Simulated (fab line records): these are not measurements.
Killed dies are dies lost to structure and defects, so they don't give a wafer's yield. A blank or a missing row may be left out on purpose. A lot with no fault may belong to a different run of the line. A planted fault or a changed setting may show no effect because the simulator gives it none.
Problem report in the 8D (eight disciplines) form, filled by code -- flow n5_finfet -- the parts of the form that need people (team, actions taken, sign-off) are left out

== 1. WHAT WENT WRONG ==
A mean of 1113 is read at N5_BEOL_M1_INSPECT_30 for raw_defect_count, taken on 1 wafer of 1 lot, against 428 (standard deviation 110) on wafers free of any fault. That puts it +6.2 standard deviations away from the usual mean.
The step: inspects for defects (brightfield).
First observed at day 11 18:44: wafer L834.1, on defect_inspect-02. The record has a number at this step for 24 wafers belonging to 8 lots. Rule for "out", or "out of limits": more than 4 standard deviations from the usual mean. The other wafers with a number count as sound.

== 2. WHAT IT IS, AND WHAT IT ISN'T ==
question,is,is not
which readings at this step,raw_defect_count,-
which lots,L834,"L812, L814, L815, L816, L818, L821, L822"
which wafers of those lots,L834.1,"L834.3, L834.6"
read on which gauges,defect_inspect-02,defect_inspect-01
when,from day 11 18:44,up to then (23 sound wafers)

== 3. WHAT RULES OUT EACH SUSPECT ==
Counting: any tool at a process step up to the reading remains a suspect provided it ran every lot that is out. Sound lots after the first of them don't rule it out here, since some wafers of a struck lot are sound.
- the gauge at N5_BEOL_M1_INSPECT_30 is ruled out. All the wafers that are out were read on defect_inspect-02, but those of them that N5_PASSIVATION_PROBE_49 has rows for are out there too, on other tools.
- rie_diel-02 at N5_BEOL_M1_ETCH_63 (etches SiARC in CF4, target depth 15.6 nm, time 26 s): kept. The lot that is out, L834, ran on it at day 11 17:43; the last sound lot it ran before that was L818, at day 7 22:49.
- rie_diel-02 at N5_BEOL_M1_STRIP_66 (strips in CF4): kept. The lot that is out, L834, ran on it at day 11 17:52; the last sound lot it ran before that was L818, at day 7 22:58.
- rie_metal-01 at N5_BEOL_M1_HM_OPEN_17 (chemistry Cl2/BCl3, target TiN, target depth 20 nm, overetch 6 nm): kept. The lot that is out, L834, ran on it at day 11 17:55; the last sound lot it ran before that was L822, at day 9 02:22.
- At N5_BEOL_M1_ETCH_63, inside rie_diel-02: chamber 2 took the wafers that are out, while their sound lot-mates went through chambers 0, 3.
- At N5_BEOL_M1_STRIP_66, inside rie_diel-02: chamber 2 took the wafers that are out, while their sound lot-mates went through chambers 0, 3.
Left after counting: rie_diel-02 at N5_BEOL_M1_ETCH_63, rie_diel-02 at N5_BEOL_M1_STRIP_66, rie_metal-01 at N5_BEOL_M1_HM_OPEN_17.

== 4. THE CAUSE (what the simulator had put in) ==
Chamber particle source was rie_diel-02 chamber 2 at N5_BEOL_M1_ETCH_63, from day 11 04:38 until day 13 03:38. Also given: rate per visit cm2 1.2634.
Of the 3 suspects that counting leaves, this tool is one.

== 5. THE CHAIN OF EFFECTS, in route order ==
Each row: a reading whose mean over the struck wafers that have a number lies more than 3 standard deviations from the usual. Readings are gone through only where the record gives a usual standard deviation; hours: the median, over the lots, of the time from a lot's start at the first step in this table giving one to that lot's start at this step; sigmas: the change measured in usual standard deviations.
hours,step,reading,usual,on struck wafers,change,sigmas
0,N5_BEOL_M1_INSPECT_30,raw_defect_count,428,1113,+685,+6.2
184,N5_PASSIVATION_PROBE_49,defect_limited_yield,91.3 %,79.7,-11.6,-8.3
184,N5_PASSIVATION_PROBE_49,killed_at_M0_to_M3,34,170,+136,+15
184,N5_PASSIVATION_PROBE_49,killed_dies,102,239,+137,+8.1
184,N5_PASSIVATION_PROBE_49,sort_bin_5_function,5.1 %,12.0,+6.9,+6.9
184,N5_PASSIVATION_PROBE_49,sort_bin_6_memory,3.2 %,5.5,+2.3,+3.8
184,N5_PASSIVATION_PROBE_49,sort_n_pass,1078,941,-137,-8.1
184,N5_PASSIVATION_PROBE_49,sort_yield_pct,91.3 %,79.7,-11.6,-8.3
Here are the process steps it includes:
- N5_PASSIVATION_PROBE_49
Later measuring or inspecting steps at which every struck wafer that the step has a row for has a number for every such reading, and none has moved that far: N5_BEOL_M4_RC_MEAS_101.

== 6. WHAT WOULD HAVE CAUGHT IT SOONER ==
Counted from the fault's start at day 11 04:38, it took 14 hours until the first out-of-limits reading at a measuring or inspecting step in this record, taken at day 11 18:44.
Tool readings at N5_BEOL_M1_ETCH_63 with a usual standard deviation given in the record: none out on any struck wafer, hence no alarm at a limit of 4 standard deviations on them.
Lots out: 1; all had begun N5_BEOL_M1_ETCH_63 on rie_diel-02 by day 11 18:44. Had the tool been put on hold then, not one of them would have been saved.
